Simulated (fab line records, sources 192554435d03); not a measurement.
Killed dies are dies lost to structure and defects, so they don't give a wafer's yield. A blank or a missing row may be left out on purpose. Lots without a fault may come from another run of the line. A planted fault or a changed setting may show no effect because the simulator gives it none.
Split-lot experiment | flow n5_finfet | 7 lots, 21 wafers read, on a route of 1938 steps

THE SPLIT
At N5_BEOL_M8_TRENCH_ETCH_37 (etches SiCOH lowk in C4F6/O2, target depth 93.478 nm, time 31.2 s), the setting bias_w was moved away from the recipe's 185 W on 5 of the 21 wafers read, by +5.0% to +15.5%. The other wafers ran this setting at the recipe's value.

The reading is taken at the split's own step.

THE READING
rf_vpp_V, in V, at N5_BEOL_M8_TRENCH_ETCH_37 (etches SiCOH lowk in C4F6/O2, target depth 93.478 nm, time 31.2 s). Fault-free wafers of this fab line usually give 669 V, standard deviation 9.1 V.

wafer  | tool, chamber at the split | bias_w as run, W | against the recipe | rf_vpp_V, V | against lot-mates on the recipe
L077.1 | rie_diel-03, 2             | 185              | recipe             | 675         | -
L077.5 | rie_diel-03, 1             | 185              | recipe             | 661         | -
L077.6 | rie_diel-03, 0             | 185              | recipe             | 668         | -
L084.2 | rie_diel-06, 3             | 185              | recipe             | 663         | -
L084.5 | rie_diel-06, 1             | 185              | recipe             | 652         | -
L084.6 | rie_diel-06, 0             | 185              | recipe             | 678         | -
L086.2 | rie_diel-03, 1             | 185              | recipe             | 662         | -
L086.5 | rie_diel-03, 2             | 185              | recipe             | 676         | -
L086.6 | rie_diel-03, 3             | 185              | recipe             | 679         | -
L087.1 | rie_diel-06, 3             | 213.2            | +15.2%             | 739         | +72
L087.3 | rie_diel-06, 0             | 185              | recipe             | 680         | -
L087.4 | rie_diel-06, 1             | 185              | recipe             | 653         | -
L090.1 | rie_diel-06, 0             | 185              | recipe             | 676         | -
L090.3 | rie_diel-06, 2             | 194.2            | +5.0%              | 707         | +31
L090.4 | rie_diel-06, 1             | 194.2            | +5.0%              | 678         | +2
L094.2 | rie_diel-06, 0             | 213.6            | +15.5%             | 759         | +80
L094.4 | rie_diel-06, 3             | 213.6            | +15.5%             | 741         | +62
L094.5 | rie_diel-06, 2             | 185              | recipe             | 679         | -
L096.2 | rie_diel-03, 0             | 185              | recipe             | 669         | -
L096.5 | rie_diel-03, 0             | 185              | recipe             | 670         | -
L096.6 | rie_diel-03, 3             | 185              | recipe             | 677         | -

THE FIT
A straight line over all 21 wafers: rf_vpp_V changes by +4.96 V for each +1% of bias_w; r = +0.94; the points scatter about the line by 10 V.
The same after taking each lot's own level away (the mean of its wafers on the recipe; 21 wafers): +4.6 V for each +1%; r = +0.94; scatter 9.4 V.
On that fit, the largest move of bias_w shifts the reading by 71 V.
The lots' own levels span 664.3 to 679.0 V, that is 1.6 times the standard deviation above.
So the lot-to-lot level changes the slope little: the two slopes agree.
Check: with one of the wafers moved furthest among these (+15.5%) left out of the fit, the line predicts +66.2 V for it against its lot-mates. It came out at +80 V against them.
Tool readings at the split's step, against how far the setting was moved: rf_vpp_V r = +0.94.

OTHER SPLITS ON THESE WAFERS
These wafers also went through other splits before the reading. Each is held against what the fit with the lots' levels taken away leaves over:
other split on the same wafers | wafers away from the commonest value | r with rf_vpp_V (lot level and that fit taken away)
N5_BEOL_M7_ETCH_41 source_w    | 6                                    | +0.10
N5_BEOL_M8_DESCUM_33 time_s    | 9                                    | -0.09

THE FILE'S OWN FIT
rf_vpp_V changes by +4.61 V for each +1% of bias_w, r = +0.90.
